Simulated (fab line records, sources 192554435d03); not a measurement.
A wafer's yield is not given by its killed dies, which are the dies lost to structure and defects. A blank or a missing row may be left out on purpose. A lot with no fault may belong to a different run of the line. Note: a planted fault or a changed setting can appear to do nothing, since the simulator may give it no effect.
Comparing a struck lot with a sound one | flow n5_finfet | 26 out of 1938 route steps
Sound: wafers L695.1, L695.4, L695.5. Wafers struck: L704.2, L704.3, L704.6. The cause comes at the end.
Order at every step that has rows: each side's tool, ch and its chambers, its first start. Under that, the readings that differ: sound wafers | struck wafers | difference of the means | sigmas: that difference in standard deviations of wafers without a fault.
alike: readings whose means differ by less than 2 such deviations, and words and numbers that are the same on both sides. not compared: withheld readings, readings that some wafer has no value for, bounds like >300 that may hide the same value, and numbers for which the record gives no deviation and whose values overlap.
A row with sigmas, a row that says differs or no value, or rows on one side alone: a step with any of these is where the two part. Numbers that have no deviation but don't overlap get no sigmas and don't part them. A reading missing from all wafers of one side parts the sides only when that side holds two or more wafers.

N5_BEOL_M14_SPUTTER_45: material Cu, target thk 100 nm, time 16.67 s.
  sound on pvd_sputter-02, day 12 06:16; struck on pvd_sputter-02, day 14 17:10
  alike: cathode_dc_power_W, throttle_valve_pct
then, 1 step without rows for these wafers: N5_BEOL_M14_ECD_47 (material Cu, target thk 1248 nm).
N5_BEOL_M14_ANNEAL_48: time 90 s.
  sound on rtp_anneal-01 ch 0, day 12 06:34; struck on rtp_anneal-02 ch 0, day 14 17:31
  reading          | sound             | struck            | difference | sigmas
  wafer_temp_C_max | 225.6 225.6 225.8 | 226.0 227.2 226.3 | +0.8       | +3
  alike: anneal_temp_c, anneal_temp_c_max
N5_BEOL_M14_CMP_49: polishes, stops on SiO2, t overpolish 5.2 s, target thk 560 nm.
  sound on cmp-03 ch 0,1,2, day 12 06:54; struck on cmp-01 ch 0,2, day 14 17:46
  alike: barrier_field_endpoint_s, motor_current_A, overpolish_run_s, time_to_endpoint_s
N5_BEOL_M14_THK_MEAS_50: measures by xrf.
  sound on film_metro-02, day 12 07:10; struck on film_metro-02, day 14 18:04
  alike: M14_THK
then, 1 step without rows for these wafers: N5_BEOL_M14_PRE_CLEAN_52 (time 15 s).
N5_BEOL_M14_DEP_53: deposits SiCN from 3MS/NH3, target thk 50 nm, time 17.8 s.
  sound on pecvd-02 ch 1,2, day 12 07:13; struck on pecvd-04 ch 1,2, day 14 18:08
  alike: showerhead_plenum_p_Torr, showerhead_vpp_V, throttle_valve_pct
N5_BEOL_M14_RS_MEAS_54: measurement is done with a four-point probe.
  sound on film_metro-01, day 12 07:17; struck on film_metro-01, day 14 18:12
  alike: M14_RS
N5_BEOL_M14_INSPECT_55: inspects for defects (darkfield).
  sound on defect_inspect-02, day 12 07:19; struck on defect_inspect-01, day 14 18:13
  alike: raw_defect_count
N5_BEOL_M15_ILD_DEP_00: deposits SiO2 from TEOS/O2, target thk 1629.3 nm, time 346.1 s.
  sound on pecvd-02 ch 0,1,2, day 12 07:21; struck on pecvd-01 ch 0,1,2, day 14 18:16
  alike: heater_power_w, showerhead_plenum_p_Torr, showerhead_vpp_V, throttle_valve_pct
N5_BEOL_M15_THK_MEAS_01:
  sound on film_metro-02, day 12 07:36; struck on film_metro-02, day 14 18:31
  alike: M15_ILD_THK
then, 1 step without rows for these wafers: N5_BEOL_M15_COAT_58 (time 60 s, resist thk 89 nm).
N5_BEOL_M15_COAT_04: resist thk 800 nm.
  sound on litho_track-05 ch 0, day 12 07:38; struck on litho_track-05 ch 0, day 14 18:33
  reading                                    | sound                | struck               | difference | sigmas
  spin_speed_rpm (rpm)                       | 1704.5 1704.7 1704.3 | 2486.4 2484.1 2484.9 | +780.6     | +99 or more
  model.coat_of_BEOL_M15_COAT_04.thk_nm (nm) | 800.8 801.2 801      | 663.8 663 663.2      | -137.7     |
  alike: exhaust_pa
then, 6 steps without rows for these wafers: N5_BEOL_M15_EBR_06; N5_BEOL_M15_SOFTBAKE_05 (time 60 s); N5_BEOL_M15_EXPOSE_07 (exposes mask V14); N5_BEOL_M15_PEB_08 (peb time 90 s); N5_BEOL_M15_DEVELOP_09 (develop time 45 s); N5_BEOL_M15_HARDBAKE_14 (time 120 s).
N5_BEOL_M15_CD_MEAS_10 targets a cd of 360 nm.
  sound on cd_sem-03 ch 0, day 12 07:55; struck on cd_sem-01 ch 0, day 14 18:49
  reading    | sound             | struck            | difference | sigmas
  cd_nm (nm) | 359.5 357.6 360.3 | 365.7 365.7 366.6 | +6.9       | +4
N5_BEOL_M15_OVL_MEAS_11:
  sound on overlay-02 ch 0, day 12 07:56; struck on overlay-01 ch 0, day 14 18:50
  alike: V14_OVL
N5_BEOL_M15_INSPECT_12: inspects for defects (macro).
  sound on defect_inspect-01, day 12 07:58; struck on defect_inspect-01, day 14 18:52
  alike: raw_defect_count
then, 2 steps without rows for these wafers: N5_BEOL_M15_DESCUM_15 (chemistry O2, time 7.9 s); N5_BEOL_M15_ETCH_59 (etches BARC in N2/H2, target depth 89 nm, overetch 26.7 nm, time 67.9 s).
N5_BEOL_M15_VIA_ETCH_16: etches SiO2 in C4F8/O2/Ar, target depth 1792.2 nm.
  sound on rie_diel-02 ch 0,2, day 12 08:05; struck on rie_diel-02 ch 0,1,3, day 14 19:38
  reading                                    | sound         | struck            | difference | sigmas
  model.coat_of_BEOL_M15_COAT_04.thk_nm (nm) | 335.4 332 336 | 201.4 193.2 200.2 | -136.2     |
  alike: bias_w, drypump_motor_current_A, he_outer_torr, oes_product_au, rf_vpp_V, showerhead_plenum_p_Torr, throttle_valve_pct
then, 1 step without rows for these wafers: N5_BEOL_M15_STRIP_63 (strips in O2).

## WHERE THEY PART
First at N5_BEOL_M14_ANNEAL_48; last, within this record, at N5_BEOL_M15_CD_MEAS_10. Later steps at which nothing parts them and some readings are alike: N5_BEOL_M15_OVL_MEAS_11, N5_BEOL_M15_INSPECT_12, N5_BEOL_M15_VIA_ETCH_16.

WHY: whatever the simulator had introduced
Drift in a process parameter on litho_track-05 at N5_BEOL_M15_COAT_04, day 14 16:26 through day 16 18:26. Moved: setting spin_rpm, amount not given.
